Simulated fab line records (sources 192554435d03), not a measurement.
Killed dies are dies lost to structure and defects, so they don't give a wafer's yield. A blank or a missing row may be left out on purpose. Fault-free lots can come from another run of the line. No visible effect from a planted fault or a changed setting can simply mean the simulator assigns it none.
Problem report, 8D (eight disciplines) form, completed by code | flow n5Finfet | the parts of the form that need people (team, actions taken, sign-off) are left out

## 1. THE ISSUE
At N5_BEOL_M7_COAT_71, spinSpeedRpm averages 1571.4 rpm over 6 wafers from 2 lots, while fault-free wafers read 1499.8 rpm, standard deviation 1. Relative to the usual mean, that is a shift of +72 standard deviations.
The step: time 60 s, resist thk 5 nm.
The first sign was on wafer L732.1 at day 13 05:39, on lithoTrack-05. Wafers with a number at this step in the record: 36, from 12 lots. By rule, "out" or "out of limits" means more than 4 standard deviations away from the usual mean. The rest of the wafers with a number are treated as sound.

## 2. WHAT THIS IS AND IS NOT
question                    | is                     | is not
which readings at this step | spinSpeedRpm           | heaterPowerTotalW
which lots                  | L732, L736             | L716, L719, L720, L721, L722, L725, L727, L730, L737, L739
which wafers of those lots  | all that have a number | -
read on which tools         | lithoTrack-05          | lithoTrack-03, lithoTrack-04
when                        | from day 13 05:39      | up to then (24 sound wafers); but 6 sound wafers of L737, L739 came after

## 3. WHAT RULES OUT EACH SUSPECT
Counting: a tool stays on the suspect list if, at a process step up to the reading, it processed all lots that are out and no sound lot following the first of them.
- lithoTrack-05 at N5_BEOL_M7_COAT_71 (time 60 s, resist thk 5 nm): kept. It ran every lot that is out, first L732 (day 13 05:39), and no sound lot after that; its last sound lot up to then is L727 (day 12 09:12). Its own readings are out on those wafers: spinSpeedRpm.
The count leaves lithoTrack-05 at N5_BEOL_M7_COAT_71.

## 4. THE CAUSE (what the simulator had put in)
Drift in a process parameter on lithoTrack-05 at N5_BEOL_M7_COAT_71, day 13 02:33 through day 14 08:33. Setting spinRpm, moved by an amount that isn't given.
After counting, this tool was the only one left.

## 5. THE CHAIN OF EFFECTS, in route order
Each row: a reading whose mean over the struck wafers that have a number lies more than 3 standard deviations from the usual. Scope: only readings with a usual standard deviation given in the record; hours: median across lots of the time from each lot's start at the first step in this table that gives one to its start at this step; sigmas: change in usual standard deviations.
hours | step               | reading      | usual      | on struck wafers | change | sigmas
0     | N5_BEOL_M7_COAT_71 | spinSpeedRpm | 1499.8 rpm | 1571.4           | +71.6  | +72
The process steps in it:
- N5_BEOL_M7_COAT_71: time 60 s, resist thk 5 nm.
Later steps that measure or inspect, where all struck wafers having a row at the step show a number for every such reading and not one has moved that far: N5_BEOL_M7_OVL_MEAS_29.

## 6. HOW IT WOULD HAVE BEEN CAUGHT EARLIER
In this record the first reading out of limits was taken at day 13 05:39, 3 hours after the fault began at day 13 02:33.
